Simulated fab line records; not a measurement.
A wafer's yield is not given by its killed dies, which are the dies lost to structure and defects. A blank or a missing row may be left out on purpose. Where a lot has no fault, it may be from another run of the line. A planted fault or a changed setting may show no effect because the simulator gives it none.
fab line records	flow n5-finfet
record: lots: 11	wafers: 31	last-day: 18
route steps=1938 shown PMOS_HMC_CHANNEL_EPI@57 FIN_SAQP@94 BEOL_M4@1111 PASSIVATION@1936
lots that met no fault: taken from a fault-free run of the same line
start-h: hours from the record's first day to the start of the lot's first wafer shown	wait-h: hours elapsed since this lot's preceding step	" unchanged from the row above	L1.1+2: a row that stands for several wafers	- either no value or no given start	* or withheld: withheld	< > ~ a bound
route shown NAME@n: names a module that has steps shown in the file, with the first one's number in the route	usual: mean and standard deviation over wafers with no fault	same: alike in all rows	chamber/n: place in a boat	sites: per-site readings	_std_site: their standard deviation	_edge_site: outer sites' mean less inner sites'	radius-mm: for every site, how far away it sits from the centre of the wafer	mask NAME#n: copy n	behind: the tool/chamber that last shaped the wafer	hold: cause of the lot's hold/its duration in hours/its outcome	device: which transistor (n, p or np) failed to switch	end of line: the route-end tests of the same wafers	a step without rows: its recipe alone	killed: dies lost to structure and defects at the first sort, not the wafer's yield	map: the dies of a wafer, with x for killed, . for not killed, _ for no die there
set.NAME: the setting that was run; set.NAME@STEP: the one run at that earlier step	model.NAME: the simulator's own value behind a step, which no gauge read
the route's steps for a sample of lots (tables are steps, rows are wafers)
services: the hour from which a tool's chamber was out of use, counted from the record's first day as start-h (under 0 if before that day), plus the number of hours and why
== steps ==
step: N5_PMOS_HMC_CHANNEL_EPI_HM_DEP_34
recipe: material: SiO2	target-thk-a: 360	temp-c: 400	precursor: TEOS/O2	pressure-torr: 6.5	rf-w: 900	teos-flow-sccm: 161.4	gas: O2	flow-sccm: 2650	time-s: 6.9
usual: heater-power-outer-w: 335/66	heater-power-w: 600/96	showerhead-plenum-p-Torr: 8.35/0.039	throttle-valve-pct: 18.5/1.2
lot.wafer	tool	chamber	start-h	wait-h	heater-power-outer-w	heater-power-w	showerhead-plenum-p-Torr	since-wet-clean-h	throttle-valve-pct
L431.1	pecvd-04	0	23.05	0.0	304	509	8.40	1089	19.5
L431.3	"	2	"	"	419	723	8.35	321	18.4
L431.5	"	0	"	"	304	516	8.39	-	19.7
L434.4	pecvd-01	0	41.09	0.0	358	604	8.44	-	19.4
L434.5	"	1	"	"	274	511	8.30	-	19.7
L434.6	"	2	"	"	261	535	8.39	-	16.7
L435.4	pecvd-04	1	47.51	0.0	325	587	8.31	-	16.8
L435.5	"	0	"	"	236	420	8.39	-	19.5
L435.6	"	2	"	"	321	601	8.36	-	18.7
L436.2	pecvd-04	2	54.11	0.0	363	646	8.36	352	18.5
L436.3	"	1	"	"	367	643	8.32	1845	16.9
L436.6	"	0	"	"	339	548	8.38	-	19.7
L437.2	pecvd-02	1	61.39	0.0	343	654	8.31	1490	19.6
L437.3	"	1	"	"	347	651	8.33	-	19.4
L437.5	"	1	"	"	361	658	8.31	-	19.6
L444.2	pecvd-02	2	100.91	0.0	189	400	8.33	28	17.4
L444.3	"	1	"	"	328	639	8.35	1530	19.7
L444.6	"	0	"	"	286	563	8.34	-	18.2
L448.3	pecvd-04	1	126.24	0.0	412	705	8.29	1918	16.7
L448.4	"	0	"	"	321	554	8.39	-	19.2
L448.5	"	1	"	"	399	700	8.30	-	16.9
L449.1	pecvd-01	0	131.44	0.0	439	694	8.42	1017	19.7
L449.3	"	2	"	"	294	565	8.37	-	17.1
L449.4	"	0	"	"	435	706	8.43	-	20.0
L450.1	pecvd-04	1	137.73	0.0	393	712	8.32	1929	16.7
L450.4	"	0	"	"	310	521	8.37	-	19.3
L451.2	pecvd-04	1	143.10	0.0	346	610	8.31	1934	16.6
L451.5	"	0	"	"	243	441	8.38	-	19.7
L453.3	pecvd-02	2	154.84	0.0	224	425	8.35	82	17.4
L453.5	"	1	"	"	308	619	8.33	-	19.6
L453.6	"	2	"	"	223	439	8.35	-	17.3
step: N5_PMOS_HMC_CHANNEL_EPI_EPI_20
recipe: material: SiGe30	mask-material: SiO2	pressure-torr: 20	target-thk-a: 590	temp-c: 600
usual: chamber-pressure-Torr: 20.01/0.042	lamp-inner-pct: 13.1/0.47
lot.wafer	tool	chamber	start-h	wait-h	chamber-pressure-Torr	lamp-inner-pct
L431.1	epi-rpcvd-04	0	24.08	0.0	19.97	13.4
L431.3	"	0	"	"	19.95	13.5
L431.5	"	0	"	"	19.98	13.6
L434.4	epi-rpcvd-04	0	42.79	0.6	19.99	13.5
L434.5	"	0	"	"	19.98	13.6
L434.6	"	0	"	"	20.06	13.4
L435.4	epi-rpcvd-04	-	49.21	0.6	-	-
L435.5	"	-	"	"	-	-
L435.6	"	-	"	"	-	-
L436.2	epi-rpcvd-04	-	55.51	0.3	-	-
L436.3	"	-	"	"	-	-
L436.6	"	-	"	"	-	-
L437.2	epi-rpcvd-01	-	62.74	0.2	-	-
L437.3	"	-	"	"	-	-
L437.5	"	-	"	"	-	-
L444.2	epi-rpcvd-01	0	102.63	0.3	19.98	12.7
L444.3	"	0	"	"	20.02	12.8
L444.6	"	0	"	"	20.03	12.8
L448.3	epi-rpcvd-04	0	127.84	0.4	19.96	13.8
L448.4	"	0	"	"	20.00	13.4
L448.5	"	0	"	"	20.01	13.6
L449.1	epi-rpcvd-01	0	132.59	0.0	20.06	12.7
L449.3	"	0	"	"	20.07	12.8
L449.4	"	0	"	"	20.03	12.7
L450.1	epi-rpcvd-01	0	138.91	0.0	20.02	12.6
L450.4	"	0	"	"	19.97	12.8
L451.2	epi-rpcvd-04	0	144.61	0.3	20.06	13.5
L451.5	"	0	"	"	20.06	13.7
L453.3	epi-rpcvd-01	0	156.76	0.6	20.00	12.8
L453.5	"	0	"	"	19.97	12.7
L453.6	"	0	"	"	20.04	12.7
step: N5_PMOS_HMC_CHANNEL_EPI_CMP_21
recipe: material: SiGe30	post-cmp-clean: alkaline-brush	target-thk-nm: 54
usual: edge-zone-pressure-frac: 1.000/0.005	motor-current-A: 12.1/1.3
lot.wafer	tool	chamber	start-h	wait-h	edge-zone-pressure-frac	motor-current-A
L431.1	cmp-04	2	25.50	0.0	0.991	11.8
L431.3	"	1	"	"	1.011	14.0
L431.5	"	2	"	"	0.997	12.1
L434.4	cmp-01	2	43.64	0.1	1.009	11.5
L434.5	"	3	"	"	1.010	11.4
L434.6	"	0	"	"	1.002	14.4
L435.4	cmp-04	2	49.95	0.0	1.004	11.4
L435.6	"	2	"	"	1.004	11.8
L435.5	"	3	"	"	1.001	11.2
L436.2	cmp-04	3	57.06	0.1	1.001	11.1
L436.3	"	0	"	"	0.997	12.5
L436.6	"	2	"	"	1.006	12.2
L437.3	cmp-04	3	63.91	0.1	1.001	10.6
L437.2	"	0	"	"	0.989	12.5
L437.5	"	2	"	"	1.001	11.8
L444.2	cmp-01	2	104.10	0.0	0.998	11.6
L444.3	"	0	"	"	1.012	14.9
L444.6	"	2	"	"	0.994	10.6
L448.3	cmp-02	0	128.78	0.0	1.003	11.1
L448.4	"	1	"	"	1.000	11.3
L448.5	"	1	"	"	1.007	11.8
L449.3	cmp-01	2	134.36	0.1	0.999	10.8
L449.1	"	3	"	"	0.999	11.5
L449.4	"	0	"	"	1.000	14.7
L450.4	cmp-02	0	140.69	0.1	0.996	11.2
L450.1	"	2	"	"	0.995	11.7
L451.2	cmp-02	0	146.12	0.1	1.000	10.6
L451.5	"	3	"	"	0.998	11.4
L453.3	cmp-04	2	158.05	0.1	1.000	11.5
L453.5	"	0	"	"	1.009	12.4
L453.6	"	1	"	"	0.997	14.5
step: N5_FIN_SAQP_ALD_61
recipe: material: SiO2	target-thk-a: 40	temp-c: 300	ald-precursor-family: BDEAS	ald-co-reactant: O2-plasma	pulse-time-s: 1	purge-time-s: 2	co-reactant-purge-time-s: 2	ald-cycles: 43	pressure-torr: 2
usual: heater-power-outer-w: 286/49	heater-power-w: 497/58	precursor-pulse-height-rel: 1.001/0.019
lot.wafer	tool	chamber	start-h	wait-h	heater-power-outer-w	heater-power-w	precursor-pulse-height-rel	since-wet-clean-h
L431.1	ald-sin-02	3	26.41	0.0	269	467	1.005	19
L431.3	"	1	"	"	255	473	1.004	19
L431.5	"	0	"	"	203	394	0.999	-
L434.4	ald-sin-01	2	44.50	0.0	249	444	1.014	232
L434.5	"	1	"	"	329	555	1.010	-
L434.6	"	2	"	"	252	465	0.960	-
L444.2	ald-sin-02	0	105.24	0.0	202	401	1.015	98
L444.3	"	2	"	"	267	463	0.991	98
L444.6	"	1	"	"	256	493	0.992	-
L448.3	ald-sin-01	2	130.30	0.4	246	445	1.016	318
L448.4	"	0	"	"	388	601	1.011	318
L448.5	"	3	"	"	306	544	0.999	-
L449.1	ald-sin-01	0	135.34	0.0	389	611	0.997	323
L449.3	"	3	"	"	304	546	0.973	323
L449.4	"	2	"	"	250	468	1.021	323
L450.1	ald-sin-02	0	142.04	0.4	203	401	1.003	134
L450.4	"	2	"	"	269	469	0.975	134
L451.2	ald-sin-01	0	147.71	0.7	398	607	0.995	336
L451.5	"	1	"	"	340	558	0.930	-
L453.3	ald-sin-02	1	159.50	0.6	254	474	1.007	152
L453.5	"	0	"	"	205	409	0.980	-
L453.6	"	1	"	"	255	472	1.014	-
step: N5_BEOL_M4_RC_MEAS_101
usual: DIBL_N: 36.2/2.2	DIBL_P: 36.1/2.8	IOFF_N: 0.16/0.041	IOFF_P: 0.21/0.047	ION_N: 676/16	ION_P: 463/11	SS_N: 71.6/0.78	SS_P: 73.3/0.86	VT_N: 249/3.8	VT_P: -251/3.9
lot.wafer	tool	chamber	start-h	wait-h	DIBL_N[mV/V]	DIBL_P[mV/V]	IOFF_N[nA/um]	IOFF_P[nA/um]	ION_N[uA/um]	ION_P[uA/um]	SS_N[mV/dec]	SS_P[mV/dec]	VT_N[mV]	VT_P[mV]
L431.1	prober-02	0	176.70	0.0	38.8	38.8	0.20	0.24	703	474	72.0	73.3	248	-250
L431.3	"	0	"	"	37.1	36.6	0.16	0.21	689	465	72.3	72.3	249	-251
L431.5	"	0	"	"	37.7	37.8	0.17	0.22	686	468	72.0	73.2	251	-251
L434.4	prober-01	0	201.09	0.5	36.8	40.0	0.19	0.24	678	465	71.8	74.2	247	-244
L434.5	"	0	"	"	35.3	38.0	0.17	0.21	679	464	71.7	73.3	246	-251
L434.6	"	0	"	"	33.9	35.4	0.13	0.17	655	446	71.1	73.2	253	-251
L444.2	prober-01	0	273.69	0.2	35.5	36.9	0.16	0.21	669	459	71.9	73.2	247	-250
L444.3	"	0	"	"	37.2	38.5	0.21	0.24	691	468	72.1	73.8	243	-247
L444.6	"	0	"	"	35.6	36.7	0.18	0.21	686	466	72.0	73.7	245	-252
L449.1	prober-02	0	290.51	0.0	38.1	35.3	0.15	0.14	666	438	72.8	72.7	253	-260
L449.3	"	0	"	"	38.1	37.2	0.18	0.17	674	453	71.8	73.1	247	-254
L449.4	"	0	"	"	36.2	35.0	0.13	0.15	666	450	70.9	73.0	252	-258
L448.3	prober-02	0	296.91	0.3	39.9	38.6	0.23	0.29	683	470	73.2	72.8	245	-242
L448.4	"	0	"	"	32.8	31.0	0.10	0.16	667	463	70.8	71.9	253	-255
L448.5	"	0	"	"	35.3	33.6	0.13	0.20	672	472	71.3	72.5	252	-249
L450.1	prober-01	0	303.48	0.0	36.5	37.7	0.16	0.24	677	474	70.9	74.4	250	-249
L450.4	"	0	"	"	38.7	38.0	0.18	0.24	679	467	71.6	74.2	252	-249
L451.2	prober-01	0	305.86	0.4	37.1	39.2	0.20	0.25	700	481	71.7	74.1	246	-247
L451.5	"	0	"	"	35.2	37.6	0.16	0.22	675	461	71.9	73.6	248	-251
L453.3	prober-01	0	313.13	0.3	35.8	38.1	0.15	0.23	661	461	70.6	74.0	250	-250
L453.5	"	0	"	"	40.4	42.0	0.26	0.31	701	482	72.5	75.7	242	-245
L453.6	"	0	"	"	31.0	31.3	0.08	0.13	647	449	69.6	71.7	260	-255
step: N5_PASSIVATION_PROBE_49
usual: defect-limited-yield: 91.4/1.4	killed_at_M0_to_M3: 33/10	killed_at_M4_up: 14/6.1	killed-at-contacts: 14/6.1	killed-at-front-end: 38/9.7	killed-at-other: 3.1/2.9	killed-dies: 102/17	killed-on-rim: 14/4.1	killed-open: 67/13	killed-short: 32/8	sort_bin_5_function: 5.1/0.94	sort_bin_6_memory: 3.2/0.68	sort_bin_8_speed: 0.02/0.17	sort-n-pass: 1078/17	sort-yield-pct: 91.3/1.5
same: gross-dies: 1180	killed-at-back-side: 0	sort_bin_4_leakage[%]: 0
lot.wafer	tool	chamber	start-h	wait-h	defect-limited-yield[%]	killed_at_M0_to_M3	killed_at_M4_up	killed-at-contacts	killed-at-front-end	killed-at-other	killed-dies	killed-on-rim	killed-open	killed-short	sort_bin_5_function[%]	sort_bin_6_memory[%]	sort_bin_8_speed[%]	sort-n-pass	sort-yield-pct[%]
L431.1	prober-01	-	282.13	0.0	95.1	15	14	10	19	0	58	8	41	16	3.1	1.7	0	1122	95.1
L431.3	prober-01	-	282.23	0.1	91.8	27	10	16	38	6	97	21	69	28	4.2	3.6	0	1083	91.8
L431.5	prober-01	-	282.33	0.2	91.6	29	10	23	30	7	99	10	74	25	4.7	3.3	0	1081	91.6
L434.4	prober-01	-	305.55	0.2	91.9	23	16	8	49	0	96	4	61	35	5.0	3.1	0	1084	91.9
L434.5	prober-01	-	305.60	0.2	91.1	32	21	12	40	0	105	11	67	38	5.1	3.6	0	1075	91.1
L434.6	prober-01	-	305.65	0.3	91.9	27	9	9	46	5	96	15	68	28	5.1	2.9	0	1084	91.9
L435.4	prober-01	-	310.44	0.2	0	6	3	1	1170	0	1180	152	9	6	71.3	3.2	0	0	0
L435.5	prober-01	-	310.49	0.2	0	4	3	2	1170	1	1180	152	9	4	71.7	3.1	0	0	0
L435.6	prober-01	-	310.54	0.3	0	11	2	1	1165	1	1180	152	16	7	74.3	2.8	0	0	0
L436.2	prober-02	-	313.47	0.1	0	10	4	1	1165	0	1180	152	17	8	71.4	3.3	0	0	0
L436.3	prober-02	-	313.52	0.1	0	7	3	3	1166	1	1180	152	18	3	73.4	3.1	0	0	0
L436.6	prober-02	-	313.67	0.3	0	8	0	2	1169	1	1180	152	16	7	72.2	2.7	0	0	0
L437.2	prober-01	-	322.88	0.1	0	10	2	3	1165	0	1180	152	9	7	73.1	3.1	0	0	0
L437.3	prober-01	-	322.93	0.1	0	6	3	3	1167	1	1180	152	12	5	75.2	2.9	0	0	0
L437.5	prober-01	-	323.03	0.2	0	4	2	1	1173	0	1180	152	14	2	75.6	2.9	0	0	0
L444.2	prober-01	-	376.18	0.1	91.4	44	12	11	32	2	101	12	66	31	4.9	3.4	0	1079	91.4
L444.3	prober-01	-	376.23	0.1	90.8	32	8	17	51	0	108	13	78	29	4.9	3.8	0	1072	90.8
L444.6	prober-01	-	376.38	0.3	90.6	27	24	12	47	1	111	15	76	35	5.3	3.9	0	1069	90.6
L449.1	prober-01	-	395.50	0.0	89.2	51	20	14	35	7	127	18	77	50	6.1	4.3	0.25	1050	89.0
L449.3	prober-01	-	395.60	0.1	92.0	31	15	12	33	3	94	14	72	21	4.5	3.1	0	1086	92.0
L449.4	prober-01	-	395.65	0.2	91.9	41	8	10	34	2	95	15	54	35	4.7	2.5	0	1085	91.9
L450.1	prober-01	-	408.18	0.0	93.6	25	12	11	24	4	76	11	43	31	4.1	2.2	0	1104	93.6
L450.4	prober-01	-	408.33	0.2	93.0	23	14	11	28	7	83	11	52	26	3.1	3.1	0	1097	93.0
L448.3	prober-02	-	408.95	0.1	91.4	30	19	19	31	2	101	10	60	31	5.1	2.8	0	1079	91.4
L448.4	prober-02	-	409.00	0.2	93.9	33	7	6	21	5	72	7	49	22	3.6	2.2	0	1108	93.9
L448.5	prober-02	-	409.05	0.2	93.1	29	13	11	24	4	81	7	51	21	3.6	2.7	0	1099	93.1
L451.2	prober-01	-	415.98	0.1	92.8	24	4	11	40	6	85	10	48	30	3.9	2.5	0	1095	92.8
L451.5	prober-01	-	416.13	0.2	91.8	24	20	13	40	0	97	11	66	30	4.4	3.6	0	1083	91.8
L453.3	prober-02	-	425.05	0.1	90.7	39	15	21	34	1	110	19	75	35	5.6	3.3	0	1070	90.7
L453.5	prober-02	-	425.15	0.2	92.2	44	10	9	29	0	92	12	60	32	5.0	2.4	0	1088	92.2
L453.6	prober-02	-	425.20	0.3	92.3	30	13	15	33	0	91	13	61	30	4.3	3.1	0.08	1088	92.2
killed by level:class
L431.1 MOL_CONTACT_COAG:geometric-particle:open=8 BEOL_M4:geometric-particle:open=5 BEOL_M0_SAQP:geometric-particle:open=4 BEOL_M1:geometric-particle:open=4 FIN_SAQP:geometric-particle:open=3 DUMMY_GATE:geometric-particle:open=3 GATE_CUT:geometric-particle:open=3 STARTING-WAFER:geometric-particle:short=3
L431.3 MOL_CONTACT_COAG:geometric-particle:open=13 BEOL_M0_SAQP:geometric-particle:open=10 STI_FIN_REVEAL:geometric-particle:open=8 BEOL_M0_SAQP:geometric-particle:short=8 DUMMY_GATE:geometric-particle:open=6 FIN_SAQP:geometric-particle:open=4 BEOL_M3:geometric-particle:open=4 STARTING-WAFER:geometric-particle:open=4
L431.5 MOL_CONTACT_COAG:geometric-particle:open=16 BEOL_M1:geometric-particle:open=12 STI_FIN_REVEAL:geometric-particle:open=9 MOL_CONTACT_COAG:geometric-particle:short=7 BEOL_M0_SAQP:geometric-particle:open=7 BEOL_M3:geometric-particle:open=4 STARTING-WAFER:geometric-particle:short=4 FIN_SAQP:geometric-particle:open=3
L434.4 FIN_SAQP:geometric-particle:short=12 BEOL_M4:geometric-particle:open=10 BEOL_M1:geometric-particle:open=7 STI_FIN_REVEAL:geometric-particle:open=6 MOL_CONTACT_COAG:geometric-particle:open=5 DUMMY_GATE:geometric-particle:open=4 GATE_CUT:geometric-particle:short=4 GATE_CUT:geometric-particle:open=4
L434.5 STI_FIN_REVEAL:geometric-particle:open=14 BEOL_M4:geometric-particle:open=14 BEOL_M0_SAQP:geometric-particle:open=9 BEOL_M0_SAQP:geometric-particle:short=8 MOL_CONTACT_COAG:geometric-particle:short=6 MOL_CONTACT_COAG:geometric-particle:open=6 FIN_SAQP:geometric-particle:short=4 DUMMY_GATE:geometric-particle:short=4
L434.6 STI_FIN_REVEAL:geometric-particle:open=14 MOL_CONTACT_COAG:geometric-particle:open=9 ILD0:geometric-particle:short=6 FIN_SAQP:geometric-particle:open=5 BEOL_M3:geometric-particle:open=5 DUMMY_GATE:geometric-particle:open=4 ILD0:geometric-particle:open=4 BEOL_M0_SAQP:geometric-particle:open=4
L435.4 FIN_SAQP:lost-pattern=1162 BEOL_M3:geometric-particle:open=3 PMOS_HMC_CHANNEL_EPI:area-epi=3 STARTING-WAFER:geometric-particle:short=2 FIN_SAQP:geometric-particle:short=1 STI_FIN_REVEAL:geometric-particle:short=1 STI_FIN_REVEAL:geometric-particle:open=1 MOL_CONTACT_COAG:geometric-particle:open=1
L435.5 FIN_SAQP:lost-pattern=1163 PMOS_HMC_CHANNEL_EPI:area-epi=3 MOL_CONTACT_COAG:geometric-particle:open=2 BEOL_M0_SAQP:geometric-particle:open=2 STI_FIN_REVEAL:geometric-particle:short=1 STI_FIN_REVEAL:geometric-particle:open=1 BEOL_M0_SAQP:geometric-particle:short=1 BEOL_M2:geometric-particle:open=1
L435.6 FIN_SAQP:lost-pattern=1151 PMOS_HMC_CHANNEL_EPI:area-epi=6 STI_FIN_REVEAL:geometric-particle:open=4 BEOL_M2:geometric-particle:open=3 BEOL_M0_SAQP:geometric-particle:short=3 BEOL_M3:geometric-particle:open=3 DUMMY_GATE:geometric-particle:open=1 ILD0:geometric-particle:short=1
L436.2 FIN_SAQP:lost-pattern=1149 PMOS_HMC_CHANNEL_EPI:area-epi=6 FIN_SAQP:geometric-particle:short=4 BEOL_M0_SAQP:geometric-particle:short=3 STI_FIN_REVEAL:geometric-particle:open=2 BEOL_M0_SAQP:geometric-particle:open=2 BEOL_M1:geometric-particle:open=2 BEOL_M2:geometric-particle:open=2
L436.3 FIN_SAQP:lost-pattern=1154 PMOS_HMC_CHANNEL_EPI:area-epi=5 STI_FIN_REVEAL:geometric-particle:open=4 MOL_CONTACT_COAG:geometric-particle:open=3 BEOL_M2:geometric-particle:open=3 BEOL_M0_SAQP:geometric-particle:open=2 BEOL_M4:geometric-particle:open=2 FIN_SAQP:geometric-particle:short=1
L436.6 FIN_SAQP:lost-pattern=1155 FIN_SAQP:geometric-particle:short=5 GATE_CUT:geometric-particle:open=3 FIN_SAQP:geometric-particle:open=2 MOL_CONTACT_COAG:geometric-particle:open=2 BEOL_M0_SAQP:geometric-particle:open=2 BEOL_M3:geometric-particle:open=2 PMOS_HMC_CHANNEL_EPI:area-epi=2
L437.2 FIN_SAQP:lost-pattern=1159 PMOS_HMC_CHANNEL_EPI:area-epi=5 BEOL_M0_SAQP:geometric-particle:short=4 BEOL_M0_SAQP:geometric-particle:open=3 MOL_CONTACT_COAG:geometric-particle:short=2 BEOL_M4:geometric-particle:open=2 FIN_SAQP:geometric-particle:short=1 MOL_CONTACT_COAG:geometric-particle:open=1
L437.3 FIN_SAQP:lost-pattern=1158 PMOS_HMC_CHANNEL_EPI:area-epi=5 MOL_CONTACT_COAG:geometric-particle:open=3 STI_FIN_REVEAL:geometric-particle:open=2 BEOL_M0_SAQP:geometric-particle:short=2 BEOL_M3:geometric-particle:open=2 BEOL_M5:geometric-particle:open=2 FIN_SAQP:geometric-particle:open=1
L437.5 FIN_SAQP:lost-pattern=1159 PMOS_HMC_CHANNEL_EPI:area-epi=5 STI_FIN_REVEAL:geometric-particle:open=2 ILD0:geometric-particle:open=2 GATE_CUT:geometric-particle:open=2 BEOL_M1:geometric-particle:open=2 BEOL_M4:geometric-particle:open=2 SDB:geometric-particle:open=1
L444.2 BEOL_M0_SAQP:geometric-particle:short=13 MOL_CONTACT_COAG:geometric-particle:open=10 BEOL_M2:geometric-particle:open=9 GATE_CUT:geometric-particle:open=6 BEOL_M0_SAQP:geometric-particle:open=6 BEOL_M1:geometric-particle:open=6 GATE_CUT:geometric-particle:short=5 STI_FIN_REVEAL:geometric-particle:open=4
L444.3 STI_FIN_REVEAL:geometric-particle:open=15 MOL_CONTACT_COAG:geometric-particle:open=12 BEOL_M0_SAQP:geometric-particle:short=12 BEOL_M0_SAQP:geometric-particle:open=10 FIN_SAQP:geometric-particle:open=8 GATE_CUT:geometric-particle:open=6 FIN_SAQP:geometric-particle:short=5 MOL_CONTACT_COAG:geometric-particle:short=5
L444.6 BEOL_M4:geometric-particle:open=10 BEOL_M2:geometric-particle:open=8 MOL_CONTACT_COAG:geometric-particle:open=8 BEOL_M5:geometric-particle:open=8 DUMMY_GATE:geometric-particle:open=7 BEOL_M0_SAQP:geometric-particle:open=7 FIN_SAQP:geometric-particle:open=6 DUMMY_GATE:geometric-particle:short=5
L449.1 MOL_CONTACT_COAG:geometric-particle:open=12 BEOL_M3:geometric-particle:open=12 BEOL_M1:geometric-particle:open=9 BEOL_M4:geometric-particle:open=9 STI_FIN_REVEAL:geometric-particle:open=8 BEOL_M0_SAQP:geometric-particle:short=7 GATE_CUT:geometric-particle:short=6 BEOL_M2:geometric-particle:open=6
L449.3 STI_FIN_REVEAL:geometric-particle:open=14 MOL_CONTACT_COAG:geometric-particle:open=10 BEOL_M3:geometric-particle:open=6 BEOL_M4:geometric-particle:open=6 BEOL_M0_SAQP:geometric-particle:open=5 BEOL_M0_SAQP:geometric-particle:short=5 BEOL_M1:geometric-particle:open=5 BEOL_M2:geometric-particle:open=4
L449.4 FIN_SAQP:geometric-particle:short=13 BEOL_M3:geometric-particle:open=12 BEOL_M0_SAQP:geometric-particle:open=9 BEOL_M2:geometric-particle:open=9 BEOL_M0_SAQP:geometric-particle:short=7 MOL_CONTACT_COAG:geometric-particle:open=6 HKMG_FIN:area-etch=6 STI_FIN_REVEAL:geometric-particle:open=4
L450.1 MOL_CONTACT_COAG:geometric-particle:open=7 BEOL_M0_SAQP:geometric-particle:short=5 ILD0:geometric-particle:short=5 GATE_CUT:geometric-particle:short=5 BEOL_M0_SAQP:geometric-particle:open=5 BEOL_M3:geometric-particle:open=5 MOL_CONTACT_COAG:geometric-particle:short=4 BEOL_M4:geometric-particle:short=4
L450.4 BEOL_M0_SAQP:geometric-particle:open=7 STI_FIN_REVEAL:geometric-particle:open=6 MOL_CONTACT_COAG:geometric-particle:open=6 MOL_CONTACT_COAG:geometric-particle:short=5 BEOL_M0_SAQP:geometric-particle:short=5 BEOL_M2:geometric-particle:open=5 HKMG_FIN:area-etch=5 GATE_CUT:geometric-particle:short=4
L448.3 MOL_CONTACT_COAG:geometric-particle:open=17 BEOL_M4:geometric-particle:open=8 BEOL_M0_SAQP:geometric-particle:short=7 BEOL_M1:geometric-particle:open=7 HKMG_FIN:area-etch=6 BEOL_M0_SAQP:geometric-particle:open=5 BEOL_M3:geometric-particle:open=5 STI_FIN_REVEAL:geometric-particle:open=4
L448.4 BEOL_M1:geometric-particle:open=9 BEOL_M0_SAQP:geometric-particle:short=8 FIN_SAQP:geometric-particle:open=6 BEOL_M3:geometric-particle:open=6 MOL_CONTACT_COAG:geometric-particle:open=5 DUMMY_GATE:geometric-particle:open=4 BEOL_M2:geometric-particle:open=4 BEOL_M5:geometric-particle:open=4
L448.5 BEOL_M2:geometric-particle:open=11 BEOL_M4:geometric-particle:open=7 HKMG_FIN:area-etch=6 MOL_CONTACT_COAG:geometric-particle:open=5 BEOL_M1:geometric-particle:open=5 BEOL_M5:geometric-particle:open=5 FIN_SAQP:geometric-particle:open=4 GATE_CUT:geometric-particle:short=4
L451.2 STI_FIN_REVEAL:geometric-particle:open=16 MOL_CONTACT_COAG:geometric-particle:open=8 BEOL_M0_SAQP:geometric-particle:short=8 HKMG_FIN:area-etch=7 FIN_SAQP:geometric-particle:short=4 BEOL_M2:geometric-particle:open=4 GATE_CUT:geometric-particle:short=3 MOL_CONTACT_COAG:geometric-particle:short=3
L451.5 STI_FIN_REVEAL:geometric-particle:open=16 MOL_CONTACT_COAG:geometric-particle:open=12 BEOL_M4:geometric-particle:open=12 BEOL_M0_SAQP:geometric-particle:short=11 BEOL_M0_SAQP:geometric-particle:open=6 DUMMY_GATE:geometric-particle:open=5 GATE_CUT:geometric-particle:short=5 BEOL_M3:geometric-particle:open=4
L453.3 MOL_CONTACT_COAG:geometric-particle:open=18 BEOL_M1:geometric-particle:open=18 FIN_SAQP:geometric-particle:short=8 BEOL_M2:geometric-particle:open=8 GATE_CUT:geometric-particle:short=7 BEOL_M4:geometric-particle:open=5 FIN_SAQP:geometric-particle:open=4 BEOL_M0_SAQP:geometric-particle:short=4
L453.5 BEOL_M1:geometric-particle:open=15 BEOL_M2:geometric-particle:open=13 FIN_SAQP:geometric-particle:short=9 MOL_CONTACT_COAG:geometric-particle:open=5 BEOL_M3:geometric-particle:open=5 FIN_SAQP:geometric-particle:open=4 STI_FIN_REVEAL:geometric-particle:open=4 MOL_CONTACT_COAG:geometric-particle:short=4
L453.6 FIN_SAQP:geometric-particle:open=13 BEOL_M1:geometric-particle:open=11 MOL_CONTACT_COAG:geometric-particle:open=9 MOL_CONTACT_COAG:geometric-particle:short=6 BEOL_M2:geometric-particle:open=6 BEOL_M4:geometric-particle:open=6 STARTING-WAFER:geometric-particle:short=6 FIN_SAQP:geometric-particle:short=5
== services ==
tool	chamber	start-h	hours	kind
ald-sin-01	-	2.55	1.3	repair
cmp-04	-	6.33	0.9	repair
ald-sin-02	0	7.75	-	clean
cmp-04	-	8.57	4.9	pm
cmp-04	-	18.27	3.2	repair
pecvd-02	1	19.59	18.5	repair
cmp-01	-	21.71	2.6	repair
ald-sin-02	-	40.19	14.6	pm
cmp-02	-	50.25	4.0	pm
pecvd-01	-	53.39	2.3	repair
pecvd-04	0	57.88	4.6	repair
ald-sin-02	2	61.48	11.1	repair
cmp-02	-	66.26	2.5	repair
cmp-04	-	67.13	1.3	repair
cmp-01	-	73.41	1.9	repair
pecvd-04	-	91.54	14.6	pm
pecvd-02	0	102.82	13.4	repair
cmp-01	-	109.01	4.4	repair
pecvd-01	1	112.75	4.2	repair
cmp-01	-	119.35	4.0	pm
cmp-04	-	132.42	1.5	repair
cmp-01	-	149.20	7.8	pm
pecvd-01	-	157.44	1.0	repair
epi-rpcvd-01	-	157.83	8.1	pm
== key ==
first-sign: step: N5_PMOS_HMC_CHANNEL_EPI_EPI_20	reading: tool-record	direction: missing
effect: step: N5_PASSIVATION_PROBE_49	reading: killed-at-front-end	direction: up	sigmas: 99+	usual: 38	struck: 1168
met-at N5_PMOS_HMC_CHANNEL_EPI_EPI_20
struck-lots L435,L436,L437
later-rows-left-out L435.4,L435.5,L435.6,L436.2,L436.3,L436.6,L437.2,L437.3,L437.5
not-acting-at N5_PMOS_HMC_CHANNEL_EPI_HM_DEP_34,N5_PMOS_HMC_CHANNEL_EPI_CMP_21,N5_FIN_SAQP_ALD_61
onset-between 42.79 49.21
fault: kind: skipped-step-whole	tool: epi-rpcvd-01,epi-rpcvd-04	chamber: -	onset-h: 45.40	steps: N5_PMOS_HMC_CHANNEL_EPI_EPI_20	scope: struck-lots-only
later-rows-left-out: the simulator's readings of these wafers behind a module that went badly wrong aren't trusted and aren't shown, but for the sort
